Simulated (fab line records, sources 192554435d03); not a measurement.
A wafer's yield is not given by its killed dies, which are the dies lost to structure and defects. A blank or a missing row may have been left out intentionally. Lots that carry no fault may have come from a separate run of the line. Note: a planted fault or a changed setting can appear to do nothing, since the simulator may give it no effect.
fab line records	flow n5_finfet
record: lots: 5	wafers: 15	last_day: 19
route steps=1938 shown BEOL_M10@1518 PASSIVATION@1936
lots untouched by any fault: they come from a run of this same line in which no faults occurred
start_h: hours from the record's opening day to when the first of the lot's shown wafers began	wait_h: time in hours since the lot's previous step	" repeats the value in the row above	L1.1+2: several wafers, shown together as one row	- no value, or no start given	* or withheld: withheld	< > ~ a bound
route shown NAME@n: a module of which the file shows steps, and the number in the route of the first	usual: mean and standard deviation over wafers with no fault	same: alike in all rows	chamber/n: place in a boat	sites: readings site by site	_std_site: the standard deviation of these	_edge_site: outer sites' mean less inner sites'	radius_mm: for every site, how far away it sits from the centre of the wafer	mask NAME#n: copy n	behind: tool/chamber where the wafer was last shaped	hold: the reason the lot was held/the length of the hold in hours/how it ended	device: names the non-switching transistor (n, p or np)	end of line: the tests these same wafers got at the end of their route	a step given without rows: its recipe and nothing more	killed: the dies lost at the first sort to structure and to defects; this is not the yield of the wafer	map: a wafer's dies, marking killed ones x, the rest . and places with no die _
set.NAME: setting as actually run; set.NAME@STEP: the setting as run at that earlier step	model.NAME: the simulator's own value behind a step, which no gauge read
certain route steps with their lots: each step a table, each wafer a row
services: a tool's chamber out of use, with start hour (start_h, from the record's first day; less than 0 if before it), hours out, and reason
== steps ==
step: N5_BEOL_M10_PRECLEAN_42
recipe: chemistry: residue_remover	time_s: 60	temp_c: 40
step: N5_BEOL_M10_SRD_43
recipe: time_s: 30	temp_c: 23	rinse_liquid: diw	dry: ipa_marangoni
step: N5_BEOL_M10_CD_MEAS_35
recipe: target_cd_nm: 70	polarity: opening
usual: cd_nm: 69.9/0.53
lot.wafer	tool	chamber	start_h	wait_h	cd_nm
L155.3	cd_sem-01	-	316.87	0.0	69.6
L155.4	"	-	"	"	69.9
L155.6	"	-	"	"	70.6
L157.2	cd_sem-01	-	327.37	0.0	70.3
L157.3	"	-	"	"	70.3
L157.5	"	-	"	"	69.4
L159.2	cd_sem-01	-	342.48	0.0	69.8
L159.4	"	-	"	"	69.2
L159.6	"	-	"	"	68.8
L167.1	cd_sem-01	-	382.58	0.0	69.7
L167.2	"	-	"	"	70.0
L167.4	"	-	"	"	70.6
L165.1	cd_sem-02	-	401.37	0.0	69.9
L165.4	"	-	"	"	69.6
L165.6	"	-	"	"	70.1
step: N5_BEOL_M10_CURE_72
recipe: temp_c: 370	time_s: 120	ambient: DMADMS/He	material: SiCOH_lowk
usual: lamp_power_pct: 52.31/0.057	wafer_temp_C_max: 371.7/0.71
lot.wafer	tool	chamber	start_h	wait_h	lamp_power_pct	wafer_temp_C_max
L155.3	uv_cure-03	1	317.01	0.1	52.28	372.3
L155.4	"	1	"	"	52.33	372.6
L155.6	"	1	"	"	52.44	371.2
L157.2	uv_cure-02	1	327.46	0.1	52.30	371.4
L157.3	"	1	"	"	52.31	371.5
L157.5	"	1	"	"	52.39	371.5
L159.2	uv_cure-03	1	342.72	0.2	52.35	371.4
L159.4	"	1	"	"	52.27	371.8
L159.6	"	1	"	"	52.28	371.3
L167.1	uv_cure-02	1	382.62	0.0	52.38	372.2
L167.2	"	1	"	"	52.36	371.2
L167.4	"	1	"	"	52.35	372.2
L165.1	uv_cure-02	2	401.44	0.1	52.39	371.1
L165.4	"	2	"	"	52.21	371.5
L165.6	"	2	"	"	52.32	371.5
step: N5_BEOL_M10_DEGAS_44
recipe: ambient: vacuum	temp_c: 250	time_s: 60
usual: heater_power_w: 324/21
lot.wafer	tool	chamber	start_h	wait_h	heater_power_w
L155.3	pvd_sputter-02	-	317.25	0.2	329
L155.4	"	-	"	"	342
L155.6	"	-	"	"	285
L157.2	pvd_sputter-02	-	327.86	0.3	321
L157.3	"	-	"	"	334
L157.5	"	-	"	"	318
L159.2	pvd_sputter-03	-	343.28	0.5	353
L159.4	"	-	"	"	337
L159.6	"	-	"	"	331
L167.1	pvd_sputter-03	-	383.17	0.5	317
L167.2	"	-	"	"	293
L167.4	"	-	"	"	331
L165.1	pvd_sputter-03	-	402.57	1.0	354
L165.4	"	-	"	"	305
L165.6	"	-	"	"	329
step: N5_BEOL_M10_PRE_CLEAN_45
recipe: gas: H2/He	time_s: 30	temp_c: 250
step: N5_BEOL_M10_ALD_74
recipe: material: TaN	target_thk_a: 20	temp_c: 275	ald_precursor_family: PDMAT	ald_co_reactant: NH3	pressure_torr: 3	carrier_flow_sccm: 1500	pulse_time_s: 2	purge_time_s: 3	co_reactant_purge_time_s: 2	co_reactant_pulse_time_s: 3	ald_cycles: 40	precursor_vessel_temp_c: 75	precursor_vessel_pressure_torr: 26.25	precursor_vessel_carrier_sccm: 1000
usual: heater_power_w: 403/47
lot.wafer	tool	chamber	start_h	wait_h	heater_power_w
L155.3	ald_metal-04	3	317.35	0.0	363
L155.4	"	3	"	"	360
L155.6	"	0	"	"	424
L157.2	ald_metal-03	1	327.96	0.0	389
L157.3	"	2	"	"	514
L157.5	"	3	"	"	372
L159.2	ald_metal-01	1	343.39	0.0	410
L159.4	"	0	"	"	376
L159.6	"	0	"	"	369
L167.1	ald_metal-01	0	383.27	0.0	367
L167.2	"	3	"	"	445
L167.4	"	2	"	"	408
L165.1	ald_metal-04	3	402.67	0.0	363
L165.4	"	2	"	"	406
L165.6	"	3	"	"	359
step: N5_BEOL_M10_SURFACE_TREAT_76
recipe: gas: Ar	time_s: *	ion_energy_ev: *	ion_current_ma_cm2: 0.5	pressure_mtorr: *	ar_flow_sccm: 30
step: N5_BEOL_M10_CVD_75
recipe: material: Co	target_thk_a: 20	temp_c: withheld	precursor: CCTBA/H2	pressure_torr: 30	time_s: 138.9
step: N5_BEOL_M10_SPUTTER_48
recipe: material: Cu	target_thk_a: 120	temp_c: -20	bias_v: 60	power_w: 26000	chamber_pressure_pa: 0.13	time_s: 2
usual: bias_v: 59.9/0.56	chamber_pressure_pa: 0.13003/0.00024	throttle_valve_pct: 30.1/0.81
lot.wafer	tool	chamber	start_h	wait_h	bias_v	chamber_pressure_pa	throttle_valve_pct
L155.3	pvd_sputter-01	-	318.04	0.2	58.9	0.12994	29.9
L155.4	"	-	"	"	60.0	0.13018	31.1
L155.6	"	-	"	"	59.6	0.12947	31.4
L157.2	pvd_sputter-01	-	328.52	0.1	59.8	0.12954	31.3
L157.3	"	-	"	"	59.3	0.12981	30.9
L157.5	"	-	"	"	59.9	0.13013	31.3
L159.2	pvd_sputter-01	-	343.87	0.1	58.5	0.12982	31.4
L159.4	"	-	"	"	60.0	0.12983	29.6
L159.6	"	-	"	"	60.1	0.12988	31.3
L167.1	pvd_sputter-03	-	384.01	0.1	58.8	0.12983	30.6
L167.2	"	-	"	"	60.2	0.12987	30.5
L167.4	"	-	"	"	60.3	0.13017	29.6
L165.1	pvd_sputter-03	-	403.23	0.1	60.3	0.12999	29.0
L165.4	"	-	"	"	60.0	0.13009	30.7
L165.6	"	-	"	"	59.9	0.13015	29.6
step: N5_BEOL_M10_ECD_50
recipe: material: Cu	target_thk_a: 3180
step: N5_BEOL_M10_ANNEAL_51
recipe: temp_c: 225	time_s: 90	ambient: N2
usual: wafer_temp_C_max: 225.68/0.29
lot.wafer	tool	chamber	start_h	wait_h	wafer_temp_C_max
L155.3	rtp_anneal-01	0	318.51	0.3	226.11
L155.4	"	0	"	"	226.02
L155.6	"	0	"	"	226.27
L157.2	rtp_anneal-01	0	329.38	0.7	225.90
L157.3	"	0	"	"	225.97
L157.5	"	0	"	"	225.95
L159.2	rtp_anneal-02	0	344.67	0.7	225.23
L159.4	"	0	"	"	225.53
L159.6	"	0	"	"	225.35
L167.1	rtp_anneal-01	0	384.80	0.6	226.08
L167.2	"	0	"	"	225.78
L167.4	"	0	"	"	225.93
L165.1	rtp_anneal-02	0	403.46	0.1	225.88
L165.4	"	0	"	"	225.62
L165.6	"	0	"	"	225.85
step: N5_BEOL_M10_CMP_52
recipe: stop_on: SiCOH_lowk	t_overpolish_s: 7	down_force_psi: 1	platen_rpm: 50	clearing_platen_down_force_psi: 1.5	clearing_platen_rpm: 50	post_cmp_clean: cu_alkaline	target_thk_nm: 140	clearing_platen_pad_velocity_m_s: 0.99484	pad_velocity_m_s: 0.99484
usual: barrier_field_endpoint_s: 28.9/0.72	motor_current_A: 6.4/0.69	overpolish_run_s: 7.002/0.0091	platen_rpm: 50.00/0.037	time_to_endpoint_s: 66.0/2.3
lot.wafer	tool	chamber	start_h	wait_h	barrier_field_endpoint_s	motor_current_A	overpolish_run_s	platen_rpm	time_to_endpoint_s
L155.4	cmp-02	0	318.80	0.2	28.3	6.1	7.006	49.98	65.6
L155.3	"	1	"	"	28.4	7.3	7.006	49.98	64.4
L155.6	"	3	"	"	28.9	5.3	7.016	49.98	66.7
L157.3	cmp-01	3	329.67	0.2	28.5	5.7	7.004	49.99	63.7
L157.2	"	0	"	"	29.2	6.1	7.004	49.98	67.1
L157.5	"	3	"	"	29.9	6.0	6.992	49.94	68.1
L159.4	cmp-02	1	345.00	0.2	28.5	7.3	6.996	49.95	62.0
L159.2	"	2	"	"	28.3	5.9	7.003	50.01	67.6
L159.6	"	0	"	"	30.1	6.1	7.017	47.96	64.8
L167.4	cmp-04	0	385.10	0.1	29.5	6.7	6.994	50.09	64.1
L167.2	"	1	"	"	28.6	5.6	7.017	49.97	66.0
L167.1	"	3	"	"	29.0	7.5	6.993	50.01	67.4
L165.4	cmp-04	0	403.79	0.2	29.0	6.8	7.007	49.93	66.2
L165.1	"	2	"	"	28.8	6.6	7.002	49.99	68.5
L165.6	"	0	"	"	29.0	6.9	7.003	49.96	64.1
step: N5_PASSIVATION_PROBE_49
usual: defect_limited_yield: 91.2/1.4	killed_at_M0_to_M3: 34/9.7	killed_at_M4_up: 14/5.2	killed_at_contacts: 13/6.7	killed_at_front_end: 39/11	killed_at_other: 3.6/2.6	killed_dies: 104/17	killed_open: 69/12	killed_short: 34/8.2	sort_bin_5_function: 5.3/0.89	sort_bin_6_memory: 3.2/0.69	sort_n_pass: 1076/17	sort_yield_pct: 91.2/1.4
same: gross_dies: 1180	killed_at_back_side: 0	sort_bin_4_leakage[%]: 0	sort_bin_8_speed[%]: 0
lot.wafer	tool	chamber	start_h	wait_h	defect_limited_yield[%]	killed_at_M0_to_M3	killed_at_M4_up	killed_at_contacts	killed_at_front_end	killed_at_other	killed_dies	killed_open	killed_short	sort_bin_5_function[%]	sort_bin_6_memory[%]	sort_n_pass	sort_yield_pct[%]
L155.3	prober-02	-	361.48	0.1	90.8	23	21	5	55	5	109	73	34	5.4	3.6	1071	90.8
L155.4	prober-02	-	361.53	0.2	91.2	34	13	9	44	4	104	61	42	4.6	4.0	1076	91.2
L155.6	prober-02	-	361.63	0.3	91.7	27	17	10	42	2	98	61	36	4.7	2.7	1082	91.7
L157.2	prober-02	-	379.64	0.1	95.2	12	9	9	26	1	57	34	22	3.1	1.4	1123	95.2
L157.3	prober-02	-	379.69	0.1	91.4	35	7	10	49	1	102	71	30	5.1	3.3	1078	91.4
L157.5	prober-02	-	379.79	0.2	91.4	24	17	17	38	5	101	66	35	5.1	2.9	1079	91.4
killed by level:class
L155.3 STI_FIN_REVEAL:geometric_particle:open=19 BEOL_M5:geometric_particle:open=8 FIN_SAQP:geometric_particle:short=7 BEOL_M2:geometric_particle:open=7 STARTING-WAFER:geometric_particle:short=6 GATE_CUT:geometric_particle:short=5 GATE_CUT:geometric_particle:open=5 MOL_CONTACT_COAG:geometric_particle:open=5
L155.4 FIN_SAQP:geometric_particle:short=12 GATE_CUT:geometric_particle:short=9 STI_FIN_REVEAL:geometric_particle:open=8 BEOL_M2:geometric_particle:open=8 MOL_CONTACT_COAG:geometric_particle:open=7 BEOL_M3:geometric_particle:short=7 BEOL_M3:geometric_particle:open=6 DUMMY_GATE:geometric_particle:open=4
L155.6 GATE_CUT:geometric_particle:short=11 BEOL_M0_SAQP:geometric_particle:short=10 MOL_CONTACT_COAG:geometric_particle:open=8 FIN_SAQP:geometric_particle:open=7 GATE_CUT:geometric_particle:open=6 BEOL_M0_SAQP:geometric_particle:open=6 BEOL_M4:geometric_particle:open=6 FIN_SAQP:geometric_particle:short=5
L157.2 FIN_SAQP:geometric_particle:open=6 MOL_CONTACT_COAG:geometric_particle:open=6 FIN_SAQP:geometric_particle:short=5 BEOL_M1:geometric_particle:open=4 STARTING-WAFER:geometric_particle:open=3 MOL_CONTACT_COAG:geometric_particle:short=3 BEOL_M4:geometric_particle:open=3 BEOL_M5:geometric_particle:open=3
L157.3 FIN_SAQP:geometric_particle:open=12 BEOL_M3:geometric_particle:open=10 MOL_CONTACT_COAG:geometric_particle:open=9 FIN_SAQP:geometric_particle:short=8 BEOL_M2:geometric_particle:open=7 BEOL_M0_SAQP:geometric_particle:short=6 DUMMY_GATE:geometric_particle:open=5 BEOL_M0_SAQP:geometric_particle:open=5
L157.5 FIN_SAQP:geometric_particle:open=14 MOL_CONTACT_COAG:geometric_particle:open=12 BEOL_M2:geometric_particle:open=7 BEOL_M3:geometric_particle:open=6 GATE_CUT:geometric_particle:short=6 MOL_CONTACT_COAG:geometric_particle:short=5 BEOL_M0_SAQP:geometric_particle:short=5 FIN_SAQP:geometric_particle:short=4
== services ==
tool	chamber	start_h	hours	kind
ald_metal-04	-	318.50	6.0	pm
cmp-01	-	319.66	0.3	repair
ald_metal-03	-	337.25	14.0	pm
ald_metal-03	0	337.25	14.0	vent_cycle
ald_metal-03	1	337.25	14.0	vent_cycle
ald_metal-03	2	337.25	14.0	vent_cycle
ald_metal-03	3	337.25	14.0	vent_cycle
cmp-01	-	341.28	0.9	repair
cmp-04	-	343.66	0.2	repair
ald_metal-03	0	351.25	-	clean
ald_metal-03	1	351.25	-	clean
ald_metal-03	2	351.25	-	clean
ald_metal-03	3	351.25	-	clean
cmp-02	-	362.43	27.2	repair
uv_cure-03	-	366.54	2.8	pm
cmp-01	-	372.26	5.4	pm
ald_metal-01	-	385.11	0.2	repair
cmp-02	-	390.40	3.9	pm
ald_metal-03	-	394.49	1.8	repair
== key ==
first_sign: step: N5_BEOL_M10_CMP_52	reading: platen_rpm	direction: down	sigmas: 55	usual: 50.00	struck: 47.96
effect none on later readings
met_at N5_BEOL_M10_CMP_52
struck_wafers L159.6
onset_between 318.80 345.00
fault: kind: process_parameter_drift	tool: cmp-02	chamber: 0	onset_h: 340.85	steps: N5_BEOL_M10_CMP_52	channel: platen_rpm	offset: -2	shape: step	end_h: 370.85	acts_in: these_recipes_only	stated: 50
